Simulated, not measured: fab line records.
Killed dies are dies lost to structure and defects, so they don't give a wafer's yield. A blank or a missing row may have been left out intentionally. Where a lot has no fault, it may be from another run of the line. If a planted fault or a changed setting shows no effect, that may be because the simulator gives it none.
Matching of chambers	flow n5_finfet	N5_GATE_CUT_CMP_61 on cmp-03 has 4 sister chambers
The step polishes, stops on SiNx, t overpolish 3 s. 16 wafers are shown with their chamber, then 8 later ones without.

== WAFERS PAIRED WITH THEIR CHAMBERS ==
wafer	chamber	motor_current_A (A)
L079.1	0	11.3
L079.3	1	12.6
L079.4	2	11.2
L080.3	2	11.0
L080.4	1	12.1
L080.5	0	11.0
L083.2	2	10.9
L083.3	3	12.9
L083.4	0	11.8
L085.1	3	13.4
L085.2	1	13.0
L085.6	3	12.8
L086.3	2	10.8
L086.5	2	11.5
L086.6	1	12.0
L092.1	0	11.6

SIGNATURES, as means of the wafers listed above
reading	chamber 0	chamber 1	chamber 2	chamber 3	scatter within a chamber
motor_current_A	11.425	12.425	11.080	13.033	0.357
Rule: for a wafer and a chamber, the distance is found by dividing, reading by reading, the gap between the wafer's reading and the chamber's mean by the reading's scatter, squaring, summing and taking the root. The wafer belongs to the nearest chamber; if the next one is less than 2 further off, it can't be placed. The scatter is the square root of a quotient: the sum, over the shown wafers, of each reading's squared deviation from its chamber's mean, divided by wafers minus chambers.

== WAFERS WITHOUT THEIR CHAMBER ==
wafer	motor_current_A (A)
L092.2	12.6
L092.5	12.3
L093.1	12.6
L093.4	10.7
L093.5	12.7
L094.1	11.8
L094.5	11.8
L094.6	11.5

== EACH ONE'S CHAMBER ==
wafer	from the rows above	in truth
L092.2	can't be placed: 1 or 3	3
L092.5	can't be placed: 1 or 3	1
L093.1	can't be placed: 1 or 3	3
L093.4	can't be placed: 2 or 0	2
L093.5	can't be placed: 1 or 3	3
L094.1	can't be placed: 0 or 1 or 2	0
L094.5	can't be placed: 0 or 1 or 2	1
L094.6	can't be placed: 0 or 2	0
Placed correctly: 0 of 8. These rows do not allow placing 8 (true chamber among the candidates in 8). Placed wrongly: 0.
